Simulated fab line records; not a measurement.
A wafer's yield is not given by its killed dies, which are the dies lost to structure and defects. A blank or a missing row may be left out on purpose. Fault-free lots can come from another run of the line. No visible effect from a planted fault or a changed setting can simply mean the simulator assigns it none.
Chamber matching | flow n5 finfet | N5_BEOL_M15_DEP_53 on pecvd-04: 3 sister chambers
The step deposits SiCN from 3MS/NH3, target thk 50 nm, time 17.8 s. 14 wafers are shown with their chamber, then 7 later ones without.

== WAFERS PAIRED WITH THEIR CHAMBERS ==
wafer  | chamber | showerhead plenum p Torr (Torr) | throttle valve pct (%) | rf fwd power W (W)
L074.3 | 0       | 4.196                           | 17.5                   | 664
L074.4 | 0       | 4.200                           | 17.7                   | 665
L074.6 | 2       | 4.130                           | 16.5                   | 669
L076.1 | 2       | 4.140                           | 16.5                   | 670
L076.4 | 2       | 4.133                           | 16.7                   | 668
L076.6 | 1       | 4.129                           | 17.0                   | 661
L079.1 | 0       | 4.195                           | 17.4                   | 669
L079.5 | 1       | 4.125                           | 17.6                   | 663
L079.6 | 2       | 4.134                           | 16.6                   | 665
L084.3 | 2       | 4.124                           | 16.6                   | 671
L084.5 | 0       | 4.204                           | 17.3                   | 666
L084.6 | 2       | 4.125                           | 16.9                   | 667
L082.4 | 0       | 4.206                           | 17.9                   | 671
L082.5 | 2       | 4.135                           | 17.0                   | 667

SIGNATURES, as means of the wafers listed above
reading                  | chamber 0 | chamber 1 | chamber 2 | scatter within a chamber
showerhead plenum p Torr | 4.20020   | 4.12700   | 4.13157   | 0.00517
throttle valve pct       | 17.560    | 17.300    | 16.686    | 0.241
rf fwd power W           | 667.00    | 662.00    | 668.14    | 2.35
Rule: a wafer's distance from a chamber is the root of the sum, over the readings, of the square of ((its reading less the chamber's mean) divided by the reading's scatter). The wafer belongs to the nearest chamber; if the next one is less than 2 further off, it can't be placed. The scatter: take each reading less its chamber's mean, square it, sum over the shown wafers, divide by the number of wafers less the number of chambers, and take the root.

== WAFERS WITH NO CHAMBER GIVEN ==
wafer  | showerhead plenum p Torr (Torr) | throttle valve pct (%) | rf fwd power W (W)
L082.6 | 4.204                           | 17.8                   | 671
L088.1 | 4.196                           | 17.6                   | 667
L088.2 | 4.123                           | 17.1                   | 662
L088.4 | 4.130                           | 17.3                   | 662
L097.1 | 4.137                           | 16.9                   | 670
L097.2 | 4.202                           | 17.7                   | 669
L097.5 | 4.114                           | 17.3                   | 663

== WHICH CHAMBER EACH ONE RAN IN ==
wafer  | from the rows above | in truth
L082.6 | 0                   | 0
L088.1 | 0                   | 0
L088.2 | 1                   | 1
L088.4 | 1                   | 1
L097.1 | 2                   | 2
L097.2 | 0                   | 0
L097.5 | 1                   | 1
Placed correctly: 7 of 7. Can't be placed from these rows: 0. Wrongly placed: 0.
